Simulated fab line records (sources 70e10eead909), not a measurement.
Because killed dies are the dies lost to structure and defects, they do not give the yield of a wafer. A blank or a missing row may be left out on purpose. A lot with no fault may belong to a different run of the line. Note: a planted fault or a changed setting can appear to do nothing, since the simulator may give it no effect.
Which tool is to blame? / flow nand_harc / 12 lots with 36 wafers sampled at 5 steps, on a route of 1302 steps

== WHAT THE GAUGES SHOWED, per wafer ==
NHARC_END_SORT_01. Usual: killed_at_array 64, standard deviation 18; killed_at_other 0.8, standard deviation 1.1; killed_at_periphery 3.8, standard deviation 2.7; killed_dies 68, standard deviation 18; killed_open 3.3, standard deviation 1.9; killed_short 2.3, standard deviation 1.8.
lot=L178; measured=day 31 15:59; on=prober-02; killed_at_array=154 121 149; killed_at_other=0 0 0; killed_at_periphery=2 3 0; killed_dies=156 124 149; killed_open=3 3 2; killed_short=2 2 0; flag=OFF

== WHAT TOOL EACH LOT RAN ON (gives the tool, then ch and the chambers of the sampled wafers, and finally the start) ==
lot=L161; NHARC_A_WL_FILL_ETCHBACK_26=rie_si-05 ch 0,1,3, day 21 17:35; NHARC_A_BONDPAD_PVD_27=pvd_sputter-01, day 24 13:38 or earlier; NHARC_THIN_TSV_STRIP_62=plasma_asher-01 ch 0,1, day 24 13:38; NHARC_THIN_TSV_DESCUM_35=rie_diel-09 ch 0,1,2, day 24 17:07
lot=L162; NHARC_A_WL_FILL_ETCHBACK_26=rie_si-04 ch 2,3, day 21 20:49; NHARC_A_BONDPAD_PVD_27=pvd_sputter-01, day 24 16:01 or earlier; NHARC_THIN_TSV_STRIP_62=plasma_asher-01 ch 0,1, day 24 16:01; NHARC_THIN_TSV_DESCUM_35=rie_diel-09 ch 0,2, day 24 19:17
lot=L164; NHARC_A_WL_FILL_ETCHBACK_26=rie_si-04 ch 0,1,3, day 22 06:37; NHARC_A_BONDPAD_PVD_27=pvd_sputter-02, day 25 00:22 or earlier; NHARC_THIN_TSV_STRIP_62=plasma_asher-01 ch 0,1, day 25 00:22; NHARC_THIN_TSV_DESCUM_35=rie_diel-12 ch 0,2,3, day 25 03:49
lot=L165; NHARC_A_WL_FILL_ETCHBACK_26=rie_si-03 ch 0,1,2, day 23 03:46; NHARC_A_BONDPAD_PVD_27=pvd_sputter-03, day 26 03:10 or earlier; NHARC_THIN_TSV_STRIP_62=plasma_asher-01 ch 0,1, day 26 03:10; NHARC_THIN_TSV_DESCUM_35=rie_diel-12 ch 0,2,3, day 26 06:32
lot=L166; NHARC_A_WL_FILL_ETCHBACK_26=rie_si-04 ch 2,3, day 23 06:15; NHARC_A_BONDPAD_PVD_27=pvd_sputter-03, day 26 04:32 or earlier; NHARC_THIN_TSV_STRIP_62=plasma_asher-01 ch 0,1, day 26 04:32; NHARC_THIN_TSV_DESCUM_35=rie_diel-12 ch 0,1,3, day 26 08:02
lot=L167; NHARC_A_WL_FILL_ETCHBACK_26=rie_si-04 ch 0,1,3, day 24 06:29; NHARC_A_BONDPAD_PVD_27=pvd_sputter-02, day 27 04:30 or earlier; NHARC_THIN_TSV_STRIP_62=plasma_asher-02 ch 0,1, day 27 04:30; NHARC_THIN_TSV_DESCUM_35=rie_diel-12 ch 0,1,2, day 27 07:48
lot=L168; NHARC_A_WL_FILL_ETCHBACK_26=rie_si-04 ch 0,3, day 25 00:10; NHARC_A_BONDPAD_PVD_27=pvd_sputter-03, day 27 20:50 or earlier; NHARC_THIN_TSV_STRIP_62=plasma_asher-02 ch 0,1, day 27 20:50; NHARC_THIN_TSV_DESCUM_35=rie_diel-04 ch 1,3, day 28 00:19
lot=L178; NHARC_A_WL_FILL_ETCHBACK_26=rie_si-04 ch 0,1,3, day 28 06:17; NHARC_A_BONDPAD_PVD_27=pvd_sputter-01, day 31 02:07 or earlier; NHARC_THIN_TSV_STRIP_62=plasma_asher-01 ch 0,1, day 31 02:07; NHARC_THIN_TSV_DESCUM_35=rie_diel-09 ch 0,1,2, day 31 05:35
lot=L179; NHARC_A_WL_FILL_ETCHBACK_26=rie_si-03 ch 0,1,3, day 28 19:20; NHARC_A_BONDPAD_PVD_27=pvd_sputter-03, day 31 17:34 or earlier; NHARC_THIN_TSV_STRIP_62=plasma_asher-01 ch 0,1, day 31 17:34; NHARC_THIN_TSV_DESCUM_35=rie_diel-12 ch 0,1,2, day 31 20:55
lot=L181; NHARC_A_WL_FILL_ETCHBACK_26=rie_si-05 ch 0,3, day 29 18:02; NHARC_A_BONDPAD_PVD_27=pvd_sputter-01, day 32 14:08 or earlier; NHARC_THIN_TSV_STRIP_62=plasma_asher-02 ch 0,1, day 32 14:08; NHARC_THIN_TSV_DESCUM_35=rie_diel-09 ch 0,3, day 32 17:29
lot=L183; NHARC_A_WL_FILL_ETCHBACK_26=rie_si-05 ch 1,2,3, day 30 06:42; NHARC_A_BONDPAD_PVD_27=pvd_sputter-01, day 32 23:26 or earlier; NHARC_THIN_TSV_STRIP_62=plasma_asher-01 ch 0,1, day 32 23:26; NHARC_THIN_TSV_DESCUM_35=rie_diel-12 ch 0,1,2, day 33 03:02
lot=L184; NHARC_A_WL_FILL_ETCHBACK_26=rie_si-05 ch 0,2,3, day 31 07:08; NHARC_A_BONDPAD_PVD_27=pvd_sputter-03, day 34 00:10 or earlier; NHARC_THIN_TSV_STRIP_62=plasma_asher-01 ch 0,1, day 34 00:10; NHARC_THIN_TSV_DESCUM_35=rie_diel-09 ch 1,2,3, day 34 03:38
- NHARC_A_WL_FILL_ETCHBACK_26: etches the open film in HBr, target depth 52 nm, time 13.3 s.
- NHARC_A_BONDPAD_PVD_27: deposits Cu, target thk 30 nm, time 20.49 s.
- NHARC_THIN_TSV_STRIP_62: strips in N2/H2, time 20 s.
- NHARC_THIN_TSV_DESCUM_35: chemistry O2, time 3 s.

== AS READ BY THE TOOLS THEMSELVES (means over the sampled wafers that have a number; for cases with no such wafer, the mark the record gives instead) ==
NHARC_A_WL_FILL_ETCHBACK_26. Usual: drypump_motor_current_A 5.7 A, standard deviation 0.64; hbr_flow_sccm 150.0 sccm, standard deviation 0.42; oes_product_au 1.000 a.u., standard deviation 0.0094; throttle_valve_pct 23.266 %, standard deviation 0.0086.
lot=L161; tool=rie_si-05; drypump_motor_current_A (A)=5.6; hbr_flow_sccm (sccm)=150.1; oes_product_au (a.u.)=1.011; throttle_valve_pct (%)=23.274; flag=
lot=L162; tool=rie_si-04; drypump_motor_current_A (A)=5.2; hbr_flow_sccm (sccm)=150.1; oes_product_au (a.u.)=0.999; throttle_valve_pct (%)=23.269; flag=
lot=L164; tool=rie_si-04; drypump_motor_current_A (A)=6.1; hbr_flow_sccm (sccm)=149.7; oes_product_au (a.u.)=0.990; throttle_valve_pct (%)=23.264; flag=
lot=L165; tool=rie_si-03; drypump_motor_current_A (A)=5.7; hbr_flow_sccm (sccm)=150.0; oes_product_au (a.u.)=1.006; throttle_valve_pct (%)=23.257; flag=
lot=L166; tool=rie_si-04; drypump_motor_current_A (A)=5.3; hbr_flow_sccm (sccm)=150.5; oes_product_au (a.u.)=0.991; throttle_valve_pct (%)=23.262; flag=
lot=L167; tool=rie_si-04; drypump_motor_current_A (A)=6.1; hbr_flow_sccm (sccm)=149.7; oes_product_au (a.u.)=0.993; throttle_valve_pct (%)=23.260; flag=
lot=L168; tool=rie_si-04; drypump_motor_current_A (A)=5.6; hbr_flow_sccm (sccm)=149.7; oes_product_au (a.u.)=0.987; throttle_valve_pct (%)=23.267; flag=
lot=L178; tool=rie_si-04; drypump_motor_current_A (A)=6.1; hbr_flow_sccm (sccm)=149.7; oes_product_au (a.u.)=0.999; throttle_valve_pct (%)=23.265; flag=
lot=L179; tool=rie_si-03; drypump_motor_current_A (A)=5.5; hbr_flow_sccm (sccm)=149.8; oes_product_au (a.u.)=1.007; throttle_valve_pct (%)=23.267; flag=
lot=L181; tool=rie_si-05; drypump_motor_current_A (A)=5.2; hbr_flow_sccm (sccm)=150.4; oes_product_au (a.u.)=0.998; throttle_valve_pct (%)=23.263; flag=
lot=L183; tool=rie_si-05; drypump_motor_current_A (A)=5.7; hbr_flow_sccm (sccm)=150.0; oes_product_au (a.u.)=1.002; throttle_valve_pct (%)=23.269; flag=
lot=L184; tool=rie_si-05; drypump_motor_current_A (A)=5.7; hbr_flow_sccm (sccm)=150.0; oes_product_au (a.u.)=0.999; throttle_valve_pct (%)=23.265; flag=

NHARC_A_BONDPAD_PVD_27. Usual: throttle_valve_pct at 30.2 %, with a standard deviation of 1.
lot=L161; tool=pvd_sputter-01; throttle_valve_pct (%)=30.8; flag=
lot=L162; tool=pvd_sputter-01; throttle_valve_pct (%)=30.6; flag=
lot=L164; tool=pvd_sputter-02; throttle_valve_pct (%)=30.1; flag=
lot=L165; tool=pvd_sputter-03; throttle_valve_pct (%)=29.2; flag=
lot=L166; tool=pvd_sputter-03; throttle_valve_pct (%)=30.1; flag=
lot=L167; tool=pvd_sputter-02; throttle_valve_pct (%)=29.7; flag=
lot=L168; tool=pvd_sputter-03; throttle_valve_pct (%)=29.5; flag=
lot=L178; tool=pvd_sputter-01; throttle_valve_pct (%)=31.2; flag=
lot=L179; tool=pvd_sputter-03; throttle_valve_pct (%)=28.6; flag=
lot=L181; tool=pvd_sputter-01; throttle_valve_pct (%)=30.4; flag=
lot=L183; tool=pvd_sputter-01; throttle_valve_pct (%)=29.9; flag=
lot=L184; tool=pvd_sputter-03; throttle_valve_pct (%)=29.2; flag=

NHARC_THIN_TSV_STRIP_62. Usual: drypump_motor_current_A 5.6 A, standard deviation 0.47; heater_power_w 376 W, standard deviation 41; rf_refl_power_W 22.9 W, standard deviation 1.1.
lot=L161; tool=plasma_asher-01; drypump_motor_current_A (A)=6.1; heater_power_w (W)=343; rf_refl_power_W (W)=23.3; flag=
lot=L162; tool=plasma_asher-01; drypump_motor_current_A (A)=6.0; heater_power_w (W)=370; rf_refl_power_W (W)=22.6; flag=
lot=L164; tool=plasma_asher-01; drypump_motor_current_A (A)=6.1; heater_power_w (W)=344; rf_refl_power_W (W)=22.4; flag=
lot=L165; tool=plasma_asher-01; drypump_motor_current_A (A)=6.0; heater_power_w (W)=365; rf_refl_power_W (W)=22.7; flag=
lot=L166; tool=plasma_asher-01; drypump_motor_current_A (A)=6.0; heater_power_w (W)=366; rf_refl_power_W (W)=22.0; flag=
lot=L167; tool=plasma_asher-02; drypump_motor_current_A (A)=5.1; heater_power_w (W)=414; rf_refl_power_W (W)=-; flag=OFF
lot=L168; tool=plasma_asher-02; drypump_motor_current_A (A)=5.2; heater_power_w (W)=391; rf_refl_power_W (W)=23.1; flag=
lot=L178; tool=plasma_asher-01; drypump_motor_current_A (A)=6.0; heater_power_w (W)=343; rf_refl_power_W (W)=22.3; flag=
lot=L179; tool=plasma_asher-01; drypump_motor_current_A (A)=6.1; heater_power_w (W)=342; rf_refl_power_W (W)=22.7; flag=
lot=L181; tool=plasma_asher-02; drypump_motor_current_A (A)=5.2; heater_power_w (W)=390; rf_refl_power_W (W)=24.1; flag=
lot=L183; tool=plasma_asher-01; drypump_motor_current_A (A)=6.0; heater_power_w (W)=368; rf_refl_power_W (W)=-; flag=OFF
lot=L184; tool=plasma_asher-01; drypump_motor_current_A (A)=6.1; heater_power_w (W)=340; rf_refl_power_W (W)=-; flag=OFF

NHARC_THIN_TSV_DESCUM_35. Usual: drypump_motor_current_A 5.7 A, standard deviation 0.58; oes_product_au 1.003 a.u., standard deviation 0.011; rf_vpp_V 57.8 V, standard deviation 0.92; showerhead_plenum_p_Torr 1.92 Torr, standard deviation 0.061; throttle_valve_pct 11.310 %, standard deviation 0.0088.
lot=L161; tool=rie_diel-09; drypump_motor_current_A (A)=5.8; oes_product_au (a.u.)=0.996; rf_vpp_V (V)=58.0; showerhead_plenum_p_Torr (Torr)=1.97; throttle_valve_pct (%)=11.314; flag=
lot=L162; tool=rie_diel-09; drypump_motor_current_A (A)=5.4; oes_product_au (a.u.)=1.001; rf_vpp_V (V)=58.5; showerhead_plenum_p_Torr (Torr)=1.96; throttle_valve_pct (%)=11.303; flag=
lot=L164; tool=rie_diel-12; drypump_motor_current_A (A)=5.9; oes_product_au (a.u.)=1.000; rf_vpp_V (V)=57.7; showerhead_plenum_p_Torr (Torr)=1.91; throttle_valve_pct (%)=11.310; flag=
lot=L165; tool=rie_diel-12; drypump_motor_current_A (A)=5.9; oes_product_au (a.u.)=1.004; rf_vpp_V (V)=57.6; showerhead_plenum_p_Torr (Torr)=1.91; throttle_valve_pct (%)=11.315; flag=
lot=L166; tool=rie_diel-12; drypump_motor_current_A (A)=5.9; oes_product_au (a.u.)=1.004; rf_vpp_V (V)=58.0; showerhead_plenum_p_Torr (Torr)=1.93; throttle_valve_pct (%)=11.302; flag=
lot=L167; tool=rie_diel-12; drypump_motor_current_A (A)=5.8; oes_product_au (a.u.)=1.019; rf_vpp_V (V)=57.3; showerhead_plenum_p_Torr (Torr)=1.90; throttle_valve_pct (%)=11.316; flag=
lot=L168; tool=rie_diel-04; drypump_motor_current_A (A)=5.2; oes_product_au (a.u.)=0.995; rf_vpp_V (V)=57.7; showerhead_plenum_p_Torr (Torr)=1.94; throttle_valve_pct (%)=11.310; flag=
lot=L178; tool=rie_diel-09; drypump_motor_current_A (A)=5.8; oes_product_au (a.u.)=0.990; rf_vpp_V (V)=57.7; showerhead_plenum_p_Torr (Torr)=1.97; throttle_valve_pct (%)=11.318; flag=
lot=L179; tool=rie_diel-12; drypump_motor_current_A (A)=5.8; oes_product_au (a.u.)=1.004; rf_vpp_V (V)=57.7; showerhead_plenum_p_Torr (Torr)=1.90; throttle_valve_pct (%)=11.296; flag=
lot=L181; tool=rie_diel-09; drypump_motor_current_A (A)=5.4; oes_product_au (a.u.)=0.994; rf_vpp_V (V)=57.1; showerhead_plenum_p_Torr (Torr)=1.88; throttle_valve_pct (%)=11.310; flag=
lot=L183; tool=rie_diel-12; drypump_motor_current_A (A)=5.8; oes_product_au (a.u.)=1.008; rf_vpp_V (V)=58.0; showerhead_plenum_p_Torr (Torr)=1.90; throttle_valve_pct (%)=11.313; flag=
lot=L184; tool=rie_diel-09; drypump_motor_current_A (A)=5.5; oes_product_au (a.u.)=1.002; rf_vpp_V (V)=58.9; showerhead_plenum_p_Torr (Torr)=1.96; throttle_valve_pct (%)=11.310; flag=

== THE ANSWER, worked out from the rows above alone ==
Rule: a lot is off if the mean of its wafers that have a number lies more than 3 standard deviations from the usual mean. A lot without any number at a reading at which 4 lots or more have one is off too. Any other lot the step has rows for is counted as sound. The gauges are gone through in route order, then the tools' own readings, and for those a lot's mean is taken as printed above. At the first step where some lot is off, the reading lying furthest off is the one used; lots without a number count as furthest.
Off: L178 (NHARC_END_SORT_01, killed_at_array). Neither off nor sound, because the step has no rows for them: L161, L162, L164, L165, L166, L167, L168, L179, L181, L183, L184.
If a tool, at a process step before that reading, ran all the lots that are off and no sound lot after the first of them, it fits. The gauges at NHARC_END_SORT_01 are tried like those tools. NHARC_A_BONDPAD_PVD_27: start missing for some lots; hours and lot order therefore follow NHARC_THIN_TSV_STRIP_62. Can't be told from this: 5 tools fit, rie_si-04 at NHARC_A_WL_FILL_ETCHBACK_26, pvd_sputter-01 at NHARC_A_BONDPAD_PVD_27, plasma_asher-01 at NHARC_THIN_TSV_STRIP_62, rie_diel-09 at NHARC_THIN_TSV_DESCUM_35, prober-02 at NHARC_END_SORT_01.

== WHAT THE SIMULATOR HAD INSERTED ==
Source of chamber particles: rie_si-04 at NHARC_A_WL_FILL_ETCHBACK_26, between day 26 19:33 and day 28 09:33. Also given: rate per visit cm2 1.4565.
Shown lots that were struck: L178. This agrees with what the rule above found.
